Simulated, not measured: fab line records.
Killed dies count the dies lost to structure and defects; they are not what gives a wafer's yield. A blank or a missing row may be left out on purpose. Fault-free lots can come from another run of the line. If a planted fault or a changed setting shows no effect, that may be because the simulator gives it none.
3 desks looking at one fault / flow n5_finfet / every desk sees just its own numbers, and what lay behind them comes last

## AT THE METROLOGY DESK
Means of the sampled wafers that have a number, per lot and without regard to the tool the lot ran on: this is what the gauges read. The brackets show how far a lot's mean lies from the usual mean; more than 4 standard deviations puts the lot out of limits, marked OUT.
Columns: A = cd_nm at N5_DUMMY_GATE_CD_MEAS_15, usual 25.07 nm; B = GATE_OVL at N5_DUMMY_GATE_OVL_MEAS_16, usual 0.5 nm; C = cd_nm at N5_DUMMY_GATE_CD_MEAS_50, usual 14.0 nm; D = cd_nm at N5_DUMMY_GATE_CD_MEAS_24, usual 14.9 nm
lot=L273; first seen here=day 3 18:04; A=24.92; B=0.2; C=14.1; D=14.8
lot=L278; first seen here=day 4 23:49; A=24.95; B=-0.1; C=14.7; D=15.7
lot=L279; first seen here=day 5 06:44; A=25.33; B=0.6; C=14.7; D=15.3
lot=L287; first seen here=day 7 05:13; A=24.74; B=0.6; C=14.2; D=15.1
lot=L292; first seen here=day 8 10:10; A=25.27; B=0.6; C=13.9; D=15.3
lot=L293; first seen here=day 8 15:23; A=25.13; B=1.7; C=14.6; D=15.4
Result from this desk: across the 6 lots, nothing is out of limits.

## DESK OF THE TOOL OWNER: rie_diel-05
The tool's own readings at N5_DUMMY_GATE_ETCH_37 (etches SOC in N2/H2, target depth 60 nm, overetch 30 nm): means of the sampled wafers that have a number, for each lot that ran on this tool. The brackets show how far a lot's mean lies from the usual mean; more than 4 standard deviations puts the lot out of limits, marked OUT.
Columns: A = drypump_motor_current_A at N5_DUMMY_GATE_ETCH_37, usual 5.77 A; B = oes_product_au at N5_DUMMY_GATE_ETCH_37, usual 0.62 a.u.; C = rf_vpp_V at N5_DUMMY_GATE_ETCH_37, usual 524.2 V; D = showerhead_plenum_p_Torr at N5_DUMMY_GATE_ETCH_37, usual 2.55 Torr; E = throttle_valve_pct at N5_DUMMY_GATE_ETCH_37, usual 17.87 %
lot=L273; first seen here=day 3 18:20; A=5.68; B=0.64; C=523.9; D=2.56; E=17.49
lot=L278; first seen here=day 5 00:15; A=5.90; B=0.58; C=521.4; D=2.46; E=17.89
lot=L279; first seen here=day 5 07:01; A=5.86; B=0.61; C=521.8; D=2.48; E=17.94
Result from this desk: across the 3 lots, nothing is out of limits.

## THE DEFECT DESK
Per lot, the means of the sampled wafers with a number show what the inspections along the route counted. The brackets show how far a lot's mean lies from the usual mean; more than 4 standard deviations puts the lot out of limits, marked OUT.
Columns: A = raw_defect_count at N5_DUMMY_GATE_INSPECT_17, usual 200
lot=L273; first seen here=day 3 18:10; A=164
lot=L278; first seen here=day 4 23:55; A=197
lot=L279; first seen here=day 5 06:50; A=191
lot=L287; first seen here=day 7 05:18; A=224
lot=L292; first seen here=day 8 10:16; A=178
lot=L293; first seen here=day 8 15:29; A=184
Result from this desk: across the 6 lots, nothing is out of limits.

## TAKEN TOGETHER
From the metrology desk's view, nothing was out of limits.
Nothing out of limits was seen by the tool owner's desk.
The defect desk saw nothing out of limits.

## WHAT THE SIMULATOR HAD INSERTED
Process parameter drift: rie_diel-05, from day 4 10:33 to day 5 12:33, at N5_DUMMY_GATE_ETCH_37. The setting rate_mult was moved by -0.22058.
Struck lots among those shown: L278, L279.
